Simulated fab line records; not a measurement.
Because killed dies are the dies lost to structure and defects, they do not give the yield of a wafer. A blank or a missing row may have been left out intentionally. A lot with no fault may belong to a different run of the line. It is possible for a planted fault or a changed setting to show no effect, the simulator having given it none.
Which tool did it? | flow n5Finfet | 12 lots, 36 wafers sampled, at 5 steps of a route of 1938

WHAT THE GAUGES READ, wafer by wafer
N5_BEOL_M0_CUTY_CD_MEAS_57 targets a cd of 200 nm.
lot  | measured     | on       | cdNm (nm)
L075 | day 6 01:23  | cdSem-03 | 201.5 200.0 201.3
L077 | day 6 13:37  | cdSem-01 | 199.9 200.8 201.3
L079 | day 6 20:01  | cdSem-02 | 200.7 200.9 201.1
L081 | day 7 14:14  | cdSem-01 | 199.5 198.9 199.7
L083 | day 8 02:59  | cdSem-03 | 201.8 198.8 200.5
L085 | day 8 13:57  | cdSem-03 | 200.0 199.0 199.4
L087 | day 9 02:08  | cdSem-01 | 200.0 199.9 200.5
L089 | day 9 12:44  | cdSem-02 | 198.9 198.9 200.2
L091 | day 9 21:54  | cdSem-01 | 199.4 199.9 200.1
L093 | day 10 14:40 | cdSem-02 | 197.8 200.0 200.0
L095 | day 11 01:49 | cdSem-03 | 198.9 199.6 198.4
L097 | day 11 11:40 | cdSem-02 | 200.0 199.9 199.8

TOOL THAT RAN EACH LOT (tool first, then ch and the chambers of the sampled wafers, then the start)
lot  | N5_BEOL_M0_SAQP_ETCH_107          | N5_BEOL_M0_SAQP_SPACER2_ALD_26   | N5_BEOL_M0_SAQP_MANDREL2_REMOVE_110 | N5_BEOL_M0_SAQP_CUT_ETCH_46
L075 | rieDiel-01 ch 0,3, day 5 20:56    | aldSin-03 ch 0,1,3, day 5 22:41  | rieSi-06 ch 1,2,3, day 5 23:20      | rieDiel-01 ch 0,3, day 6 00:05
L077 | rieDiel-02 ch 0,1,2, day 6 10:56  | aldSin-01 ch 0,1, day 6 11:11    | rieSi-06 ch 0,3, day 6 11:53        | rieDiel-02 ch 0,2, day 6 12:31
L079 | rieDiel-01 ch 1,2,3, day 6 16:52  | aldSin-03 ch 0,2,3, day 6 17:07  | rieSi-02 ch 0,2,3, day 6 17:45      | rieDiel-01 ch 1,2,3, day 6 18:42
L081 | rieDiel-01 ch 0,3, day 7 11:20    | aldSin-01 ch 0,2,3, day 7 11:34  | rieSi-01 ch 2,3, day 7 12:19        | rieDiel-02 ch 1,2, day 7 13:09
L083 | rieDiel-02 ch 0,1, day 7 23:58    | aldSin-02 ch 1,3, day 8 00:16    | rieSi-01 ch 1,2, day 8 00:53        | rieDiel-03 ch 0,1,2, day 8 01:38
L085 | rieDiel-02 ch 1,2, day 8 10:19    | aldSin-03 ch 0,1,3, day 8 10:34  | rieSi-01 ch 0,2,3, day 8 11:21      | rieDiel-02 ch 1,2,3, day 8 11:58
L087 | rieDiel-02 ch 1,2,3, day 8 23:19  | aldSin-01 ch 0,1,3, day 8 23:37  | rieSi-06 ch 1,2,3, day 9 00:16      | rieDiel-01 ch 1,2,3, day 9 00:53
L089 | rieDiel-03 ch 1,2,3, day 9 09:24  | aldSin-03 ch 1,2, day 9 09:38    | rieSi-01 ch 1,2,3, day 9 10:23      | rieDiel-02 ch 1,2, day 9 11:08
L091 | rieDiel-03 ch 0,2, day 9 18:32    | aldSin-02 ch 2,3, day 9 18:46    | rieSi-01 ch 2,3, day 9 19:30        | rieDiel-03 ch 0,2,3, day 9 20:10
L093 | rieDiel-03 ch 0,2,3, day 10 11:07 | aldSin-02 ch 0,1,3, day 10 11:22 | rieSi-06 ch 0,1,3, day 10 12:02     | rieDiel-01 ch 1,2,3, day 10 12:40
L095 | rieDiel-02 ch 1,2,3, day 10 22:05 | aldSin-03 ch 0,3, day 10 23:05   | rieSi-06 ch 1,2, day 10 23:51       | rieDiel-01 ch 1,2, day 11 00:29
L097 | rieDiel-01 ch 0,2, day 11 07:26   | aldSin-03 ch 0,2,3, day 11 07:41 | rieSi-06 ch 0,3, day 11 08:20       | rieDiel-02 ch 1,3, day 11 10:23
- N5_BEOL_M0_SAQP_ETCH_107: etches SiNx in CH3F/O2, target depth 30 nm.
- N5_BEOL_M0_SAQP_SPACER2_ALD_26: deposits SiO2, target thk 15 nm, pulse time 1 s, purge time 2 s.
- N5_BEOL_M0_SAQP_MANDREL2_REMOVE_110: chemistry HBr/Cl2/O2, target a-Si, stops on SiCN, bt time 10 s.
- N5_BEOL_M0_SAQP_CUT_ETCH_46: etches SOC in N2/H2, target depth 135 nm, overetch 27 nm, time 202.5 s.

THE ANSWER, worked out from the rows above alone
Rule: what is usual is taken from the lots themselves. The widest of any qualifying gaps counts: lots, ordered by their means at a reading, are off when they make up no more than a third of the lots, leave a main group of 4 or more, and stand apart from it by 3 or more times the standard deviation of that group's means. If all means in a main group match to the digits the tables above print for the reading, that group is not used. A lot without any number at a reading at which 4 lots or more have one is off too. Any other lot the step has rows for is counted as sound.
Nothing can be told from this: no lot is off at any reading shown.

WHAT THE SIMULATOR HAD PUT IN
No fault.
